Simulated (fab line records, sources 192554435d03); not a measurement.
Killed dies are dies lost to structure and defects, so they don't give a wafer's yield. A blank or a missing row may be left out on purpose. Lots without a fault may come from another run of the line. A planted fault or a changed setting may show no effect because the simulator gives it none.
Which tool did it? | flow n5_finfet | 9 lots, 27 wafers sampled, at 6 steps of a route of 1938

WHAT THE GAUGES READ, wafer by wafer
N5_STI_FIN_REVEAL_INSPECT_13: inspects for defects (darkfield).
lot  | measured    | on                | raw_defect_count
L693 | day 2 18:56 | defect_inspect-02 | 4 10 10
L698 | day 3 23:58 | defect_inspect-01 | 8 11 19
L701 | day 4 18:43 | defect_inspect-02 | 8 13 18
L702 | day 5 02:50 | defect_inspect-01 | 11 9 12
L704 | day 5 15:59 | defect_inspect-01 | 674 658 698
L706 | day 6 00:30 | defect_inspect-02 | 682 699 697
L712 | day 7 12:25 | defect_inspect-02 | 18 16 7
L713 | day 7 19:41 | defect_inspect-01 | 13 15 6
L714 | day 8 03:17 | defect_inspect-01 | 7 15 16

N5_BEOL_M4_RC_MEAS_101.
lot  | measured     | on        | DIBL_N (mV/V)  | DIBL_P (mV/V)  | IOFF_N (nA/um)    | IOFF_P (nA/um) | ION_N (uA/um) | ION_P (uA/um) | SS_N (mV/dec)  | SS_P (mV/dec)  | VT_N (mV)         | VT_P (mV)
L693 | day 7 23:18  | prober-01 | 35.0 37.3 36.1 | 35.9 38.7 37.2 | 0.143 0.184 0.163 | 0.21 0.26 0.23 | 657 680 663   | 457 468 460   | 71.2 71.9 72.0 | 73.6 74.2 73.8 | 253.3 247.2 250.5 | -248 -245 -249
L698 | day 9 05:38  | prober-01 | 35.7 37.9 37.6 | 35.3 38.6 37.6 | 0.135 0.182 0.172 | 0.19 0.24 0.22 | 663 680 689   | 459 464 470   | 71.3 71.5 71.0 | 73.8 74.6 74.1 | 253.6 247.2 249.3 | -253 -248 -251
L701 | day 10 00:04 | prober-02 | 33.7 35.0 35.0 | 34.2 37.2 36.4 | 0.114 0.146 0.137 | 0.14 0.18 0.17 | 642 671 670   | 441 453 453   | 71.0 71.8 71.4 | 72.4 72.6 73.4 | 256.7 250.6 253.7 | -258 -256 -256
L702 | day 10 17:21 | prober-02 | 36.8 34.4 36.3 | 36.6 33.9 36.0 | 0.161 0.132 0.153 | 0.23 0.19 0.23 | 678 672 672   | 466 465 460   | 71.1 70.5 71.6 | 73.2 72.3 73.4 | 252.8 252.3 251.1 | -248 -247 -249
L704 | day 11 05:37 | prober-02 | 37.6 35.4 36.4 | 38.3 34.8 36.9 | 0.190 0.134 0.165 | 0.26 0.19 0.23 | 675 655 686   | 466 447 467   | 71.9 70.7 71.2 | 73.5 72.7 73.6 | 247.7 255.9 248.5 | -248 -253 -251
L706 | day 11 18:47 | prober-02 | 36.8 38.4 37.9 | 37.7 39.3 38.4 | 0.165 0.190 0.181 | 0.23 0.27 0.25 | 676 678 676   | 463 470 468   | 71.1 71.7 71.4 | 74.2 73.5 73.5 | 250.1 249.8 249.2 | -249 -246 -249
L712 | day 12 18:17 | prober-02 | 37.8 35.1 34.4 | 39.6 36.1 35.9 | 0.191 0.142 0.128 | 0.22 0.17 0.17 | 679 671 656   | 457 448 454   | 71.9 71.0 70.8 | 74.2 73.7 73.8 | 247.5 251.1 255.7 | -252 -258 -254
L713 | day 13 19:39 | prober-01 | 32.4 33.6 33.5 | 32.4 34.1 33.6 | 0.116 0.125 0.126 | 0.17 0.18 0.17 | 662 672 670   | 457 472 458   | 70.1 70.4 70.2 | 72.2 72.7 72.0 | 252.3 252.2 247.5 | -253 -251 -254
L714 | day 13 21:52 | prober-02 | 37.4 35.0 37.4 | 36.8 33.4 36.2 | 0.154 0.117 0.156 | 0.21 0.16 0.20 | 669 668 664   | 464 456 455   | 71.8 71.4 71.9 | 73.0 72.8 73.4 | 251.2 254.7 252.8 | -249 -253 -249

WHICH TOOL RAN EACH LOT (tool, then ch and the chambers of the sampled wafers, then the start)
lot  | N5_FIN_CUT_CUT_ETCH_26            | N5_FIN_CUT_CUT_ETCH_27            | N5_STI_FIN_REVEAL_RECESS_09       | N5_STI_FIN_REVEAL_PRECLEAN_18
L693 | rie_diel-01 ch 0,2,3, day 2 09:40 | rie_diel-01 ch 0,2,3, day 2 09:43 | vapor_etch-01 ch 0,1, day 2 16:09 | wet_bench-02 ch 1,5,6, day 2 18:53
L698 | rie_diel-02 ch 1,2,3, day 3 14:44 | rie_diel-02 ch 1,2,3, day 3 14:47 | vapor_etch-01 ch 0,1, day 3 21:10 | wet_bench-02 ch 4,5,6, day 3 23:55
L701 | rie_diel-01 ch 2,3, day 4 09:31   | rie_diel-01 ch 2,3, day 4 09:34   | vapor_etch-02 ch 0,1, day 4 15:55 | wet_bench-03 ch 2,3,7, day 4 18:39
L702 | rie_diel-01 ch 1,2,3, day 4 16:46 | rie_diel-01 ch 1,2,3, day 4 16:49 | vapor_etch-01 ch 0,1, day 5 00:03 | wet_bench-02 ch 0,3,4, day 5 02:47
L704 | rie_diel-01 ch 0,2,3, day 5 05:46 | rie_diel-01 ch 0,2,3, day 5 05:49 | vapor_etch-02 ch 0,1, day 5 13:13 | wet_bench-02 ch 2,3,6, day 5 15:56
L706 | rie_diel-02 ch 1,2,3, day 5 15:19 | rie_diel-02 ch 1,2,3, day 5 15:22 | vapor_etch-02 ch 0,1, day 5 21:42 | wet_bench-02 ch 2,4,5, day 6 00:26
L712 | rie_diel-01 ch 1,2,3, day 7 03:07 | rie_diel-01 ch 1,2,3, day 7 03:09 | vapor_etch-02 ch 0,1, day 7 09:38 | wet_bench-06 ch 1,3,6, day 7 12:22
L713 | rie_diel-02 ch 0,1,2, day 7 09:56 | rie_diel-02 ch 0,1,2, day 7 09:59 | vapor_etch-02 ch 0,1, day 7 16:44 | wet_bench-03 ch 0,2,6, day 7 19:38
L714 | rie_diel-06 ch 1,2,3, day 7 16:31 | rie_diel-06 ch 1,2,3, day 7 16:33 | vapor_etch-02 ch 0,1, day 8 00:19 | wet_bench-03 ch 4,5,6, day 8 03:14
- N5_FIN_CUT_CUT_ETCH_26: etches SiNx in CH3F/O2, target depth 39 nm, time 55.7 s.
- N5_FIN_CUT_CUT_ETCH_27: etches SiO2 in CHF3/O2, target depth 4 nm, overetch 2 nm, time 4.9 s.
- N5_STI_FIN_REVEAL_RECESS_09: chemistry HF/NH3, target SiO2, afs cycles 11, target depth 42.5 nm, sublimation time 60 s.
- N5_STI_FIN_REVEAL_PRECLEAN_18: cleans in SC2, time 45 s.

WHAT THE TOOLS THEMSELVES READ (means of the sampled wafers that have a number; where no wafer has one, the mark that the record gives instead)
N5_FIN_CUT_CUT_ETCH_26.
lot  | tool        | O2_flow_sccm (sccm) | drypump_motor_current_A (A) | oes_product_au (a.u.) | rf_vpp_V (V) | showerhead_plenum_p_Torr (Torr) | throttle_valve_pct (%)
L693 | rie_diel-01 | 19.99               | 5.8                         | 0.78                  | 297          | 1.96                            | 16.21
L698 | rie_diel-02 | 20.02               | 5.8                         | 0.80                  | 297          | 1.96                            | 16.19
L701 | rie_diel-01 | 20.08               | 5.9                         | 0.73                  | 296          | 1.99                            | 16.33
L702 | rie_diel-01 | 20.01               | 5.6                         | 0.73                  | 298          | 2.03                            | 16.39
L704 | rie_diel-01 | 20.00               | 5.8                         | 0.76                  | 297          | 1.95                            | 16.24
L706 | rie_diel-02 | 19.98               | 5.8                         | 0.79                  | 297          | 1.95                            | 16.24
L712 | rie_diel-01 | 19.99               | 5.6                         | 0.72                  | 297          | 2.02                            | 16.42
L713 | rie_diel-02 | 19.94               | 5.5                         | 0.81                  | 297          | 1.99                            | 16.14
L714 | rie_diel-06 | 20.01               | 5.2                         | 0.73                  | 292          | 1.92                            | 16.35

N5_FIN_CUT_CUT_ETCH_27.
lot  | tool        | O2_flow_sccm (sccm) | drypump_motor_current_A (A) | oes_product_au (a.u.) | rf_vpp_V (V) | showerhead_plenum_p_Torr (Torr) | throttle_valve_pct (%)
L693 | rie_diel-01 | 5.003               | 5.8                         | 0.61                  | 522          | 2.36                            | 18.67
L698 | rie_diel-02 | 5.001               | 5.8                         | 0.63                  | 523          | 2.36                            | 18.67
L701 | rie_diel-01 | 4.989               | 6.0                         | 0.58                  | 523          | 2.40                            | 18.80
L702 | rie_diel-01 | 5.009               | 5.6                         | 0.58                  | 525          | 2.44                            | 18.86
L704 | rie_diel-01 | 5.007               | 5.8                         | 0.60                  | 522          | 2.35                            | 18.69
L706 | rie_diel-02 | 4.997               | 5.8                         | 0.62                  | 522          | 2.35                            | 18.68
L712 | rie_diel-01 | 4.988               | 5.6                         | 0.57                  | 523          | 2.43                            | 18.88
L713 | rie_diel-02 | 5.001               | 5.5                         | 0.64                  | 523          | 2.39                            | 18.61
L714 | rie_diel-06 | 4.990               | 5.2                         | 0.59                  | 515          | 2.31                            | 18.82

N5_STI_FIN_REVEAL_RECESS_09.
lot  | tool          | drypump_motor_current_A (A)
L693 | vapor_etch-01 | 5.2
L698 | vapor_etch-01 | 5.0
L701 | vapor_etch-02 | 5.7
L702 | vapor_etch-01 | 5.2
L704 | vapor_etch-02 | 5.7
L706 | vapor_etch-02 | 5.5
L712 | vapor_etch-02 | 5.6
L713 | vapor_etch-02 | 5.7
L714 | vapor_etch-02 | 5.7

THE ANSWER, worked out from the rows above alone
Rule: what is usual is taken from the lots themselves. Put in order of their means at a reading, lots are off if they are a third of the lots or fewer, leave a main group of 4 or more, and stand apart from it by a gap of 3 or more times the standard deviation of the main group's means; of several such gaps the widest counts. A main group whose means are all the same, to the digits that the tables above print for the reading, isn't used. A lot without any number at a reading at which 4 lots or more have one is off too. The other lots that the step has rows for count as sound. The gauges are gone through in route order, then the tools' own readings, and for those a lot's mean is taken as printed above. The first step at which some lot is off is used, and at that step the reading that is off furthest; a lot without a number counts as furthest.
Off: L704, L706, at N5_STI_FIN_REVEAL_INSPECT_13 (raw_defect_count). The main group: mean 12, standard deviation 1.8.
A tool fits if, at a process step before that reading, it ran every lot that is off, and no sound lot after the first of them. The gauges at N5_STI_FIN_REVEAL_INSPECT_13 are tried like those tools. One fits: wet_bench-02 at N5_STI_FIN_REVEAL_PRECLEAN_18. Its last sound lot is L702 (day 5 02:47), its first lot that is off L704 (day 5 15:56): a fault that began between those two fits.

WHAT THE SIMULATOR HAD PUT IN
Chamber particle source: wet_bench-02, from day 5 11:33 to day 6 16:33, at N5_STI_FIN_REVEAL_PRECLEAN_18. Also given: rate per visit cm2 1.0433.
Lots struck among those shown: L704, L706. The rule above found the same.
